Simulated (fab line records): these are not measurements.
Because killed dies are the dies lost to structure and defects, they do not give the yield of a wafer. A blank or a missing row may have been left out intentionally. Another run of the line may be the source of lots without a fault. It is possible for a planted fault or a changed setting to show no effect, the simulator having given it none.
Split-lot study + flow n5Finfet + 7 lots, 21 wafers read, on a route of 1938 steps

== ABOUT THE SPLIT ==
At N5_FIN_SAQP_HM_DEP_03 (deposits SiNx from SiH4/NH3/N2, target thk 38 nm, time 33.6 s), the setting timeS was moved away from the recipe's 33.6 s on 7 of the 21 wafers read, by -12.9% to +11.7%. The other wafers ran this setting at the recipe's value.

== FROM THE SPLIT TO THE READING: what the file shows between them, 18 steps ==
- N5_FIN_SAQP_THK_MEAS_05
- N5_FIN_SAQP_COAT_49: time 60 s, resist thk 100 nm (also split here: spinRpm)
- N5_FIN_SAQP_COAT_50: time 60 s, resist thk 35 nm
- N5_FIN_SAQP_COAT_10: resist thk 90 nm
- N5_FIN_SAQP_DESCUM_21: chemistry O2, time 7.9 s
- N5_FIN_SAQP_ETCH_51: etches SiARC in CF4, target depth 45.5 nm, time 75.8 s
- N5_FIN_SAQP_ETCH_52: etches SOC in N2/H2, target depth 100 nm, overetch 20 nm, time 150 s
- N5_FIN_SAQP_STRIP_53: strips in N2/H2
- N5_FIN_SAQP_HM_OPEN_73: chemistry CHF3/O2, target SiO2, stops on a-Si, target depth 12 nm, time 16.8 s
- N5_FIN_SAQP_STRIP_74: strips in CHF3/O2
- N5_FIN_SAQP_MANDREL_ETCH_22: etches a-Si in HBr/Cl2, stops on SiNx, target depth 60 nm, bt time 10 s, time 30 s
- N5_FIN_SAQP_STRIP_55: strips in N2/H2
- N5_FIN_SAQP_STRIP_23: strips in SPM, time 750 s
- N5_FIN_SAQP_MANDREL2_REMOVE_60: chemistry HBr/Cl2/O2, target a-Si, stops on SiNx, bt time 10 s
- N5_FIN_SAQP_HM_OPEN_33: chemistry CH3F/O2, target SiNx, target depth 49.4 nm, time 70.6 s
- N5_FIN_SAQP_ETCH_34: etches SiO2 in C4F6/O2, target depth 45 nm, time 15 s
- N5_FIN_SAQP_STRIP_77: strips in N2/H2, time 90 s
- N5_FIN_SAQP_PRECLEAN_38: cleans in O3/DIW, time 45 s

== THE READING ==
SiNx_of_FIN_SAQP_HM_DEP_03.thkNm (the simulator's own value, which no gauge read), in nm, at N5_FIN_SAQP_PRECLEAN_45 (cleans in dHF, time 10 s). The file does not state a usual value for it. Across the 14 wafers here that went through the recipe, the average is 21.1 nm and the standard deviation 0.63 nm.

| wafer  | tool, chamber at the split | timeS as run, s | against the recipe | SiNx_of_FIN_SAQP_HM_DEP_03.thkNm, nm | against lot-mates on the recipe |
|--------|----------------------------|-----------------|--------------------|--------------------------------------|---------------------------------|
| L077.1 | pecvd-02, 2                | 33.6            | recipe             | 21.4                                 | -                               |
| L077.2 | pecvd-02, 0                | 33.6            | recipe             | 21.2                                 | -                               |
| L077.5 | pecvd-02, 2                | 33.6            | recipe             | 22.4                                 | -                               |
| L079.4 | pecvd-01, 2                | 33.6            | recipe             | 20.4                                 | -                               |
| L079.5 | pecvd-01, 1                | 32.32           | -3.8%              | 20.2                                 | -0.2                            |
| L079.6 | pecvd-01, 0                | 32.32           | -3.8%              | 19.6                                 | -0.8                            |
| L082.1 | pecvd-01, 0                | 33.6            | recipe             | 19.8                                 | -                               |
| L082.4 | pecvd-01, 0                | 33.6            | recipe             | 20.8                                 | -                               |
| L082.5 | pecvd-01, 2                | 33.6            | recipe             | 21.2                                 | -                               |
| L086.1 | pecvd-04, 1                | 33.6            | recipe             | 20.8                                 | -                               |
| L086.3 | pecvd-04, 0                | 31.7            | -5.7%              | 18.6                                 | -2.2                            |
| L086.5 | pecvd-04, 0                | 31.7            | -5.7%              | 19.2                                 | -1.6                            |
| L087.2 | pecvd-02, 0                | 29.25           | -12.9%             | 16                                   | -5.6                            |
| L087.3 | pecvd-02, 2                | 29.25           | -12.9%             | 16.6                                 | -5.0                            |
| L087.5 | pecvd-02, 0                | 33.6            | recipe             | 21.6                                 | -                               |
| L093.1 | pecvd-04, 1                | 33.6            | recipe             | 20.6                                 | -                               |
| L093.5 | pecvd-04, 2                | 33.6            | recipe             | 20.8                                 | -                               |
| L093.6 | pecvd-04, 1                | 33.6            | recipe             | 21.6                                 | -                               |
| L097.1 | pecvd-01, 1                | 37.53           | +11.7%             | 24.6                                 | +3.2                            |
| L097.4 | pecvd-01, 2                | 33.6            | recipe             | 21                                   | -                               |
| L097.6 | pecvd-01, 1                | 33.6            | recipe             | 21.8                                 | -                               |

FIT RESULTS
A straight line over all 21 wafers: SiNx_of_FIN_SAQP_HM_DEP_03.thkNm changes by +0.349 nm for each +1% of timeS; r = +0.95; the points scatter about the line by 0.59 nm.
The same after taking each lot's own level away (the mean of its wafers on the recipe; 21 wafers): +0.352 nm for each +1%; r = +0.95; scatter 0.59 nm.
Per that fit: largest timeS move, reading shift of 4.6 nm.
Measured against the standard deviation above, the lots' own levels, which go from 20.40 to 21.67 nm, span 2.0 times it.
So the lot-to-lot level changes the slope little: the two slopes agree.
Check: for one of the wafers moved furthest among these (-12.9%), held out of the fit, the line's prediction against its lot-mates is -4.15 nm. It came out at -5.6 nm against them.

== ADDITIONAL SPLITS CARRIED BY THESE WAFERS ==
Before the reading, these wafers also passed through other splits. Each is held against what the fit with the lots' levels taken away leaves over:
| other split on the same wafers      | wafers away from the commonest value | r with SiNx_of_FIN_SAQP_HM_DEP_03.thkNm (lot level and that fit taken away) |
|-------------------------------------|--------------------------------------|-----------------------------------------------------------------------------|
| N5_ZERO_LAYER_ETCH_18 icpW          | 6                                    | -0.15                                                                       |
| N5_WELL_APT_PEB_06 pebTimeS         | 9                                    | -0.08                                                                       |
| N5_WELL_APT_DEVELOP_07 developTimeS | 11                                   | -0.16                                                                       |
| N5_FIN_SAQP_COAT_49 spinRpm         | 7                                    | +0.49                                                                       |

== THE WHOLE CHAIN: every reading that the file lists as answering this split, in the file's order ==
| step                    | what it does                                                      | reading                                                                           | change (the file's fit)               | r (the file's) |
|-------------------------|-------------------------------------------------------------------|-----------------------------------------------------------------------------------|---------------------------------------|----------------|
| N5_FIN_SAQP_HM_DEP_03   | deposits SiNx from SiH4/NH3/N2, target thk 38 nm, time 33.6 s     | SiNx_of_FIN_SAQP_HM_DEP_03.thkNm (the simulator's own value, which no gauge read) | +0.36 nm for each +1% of the setting  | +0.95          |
| N5_FIN_SAQP_THK_MEAS_05 |                                                                   | thkNm                                                                             | withheld for each +1% of the setting  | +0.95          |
| N5_FIN_SAQP_HM_OPEN_33  | chemistry CH3F/O2, target SiNx, target depth 49.4 nm, time 70.6 s | etchRfOnTimeS                                                                     | withheld for each +1% of the setting  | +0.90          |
| N5_FIN_SAQP_HM_OPEN_33  | chemistry CH3F/O2, target SiNx, target depth 49.4 nm, time 70.6 s | etch.depthNm (the simulator's own value, which no gauge read)                     | +0.358 nm for each +1% of the setting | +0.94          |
| N5_FIN_SAQP_ETCH_34     | etches SiO2 in C4F6/O2, target depth 45 nm, time 15 s             | SiNx_of_FIN_SAQP_HM_DEP_03.thkNm (the simulator's own value, which no gauge read) | +0.35 nm for each +1% of the setting  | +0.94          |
| N5_FIN_SAQP_PRECLEAN_45 | cleans in dHF, time 10 s                                          | SiNx_of_FIN_SAQP_HM_DEP_03.thkNm (the simulator's own value, which no gauge read) | +0.338 nm for each +1% of the setting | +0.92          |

== FILE'S OWN FIT ==
SiNx_of_FIN_SAQP_HM_DEP_03.thkNm changes by +0.338 nm for each +1% of timeS, r = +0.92.
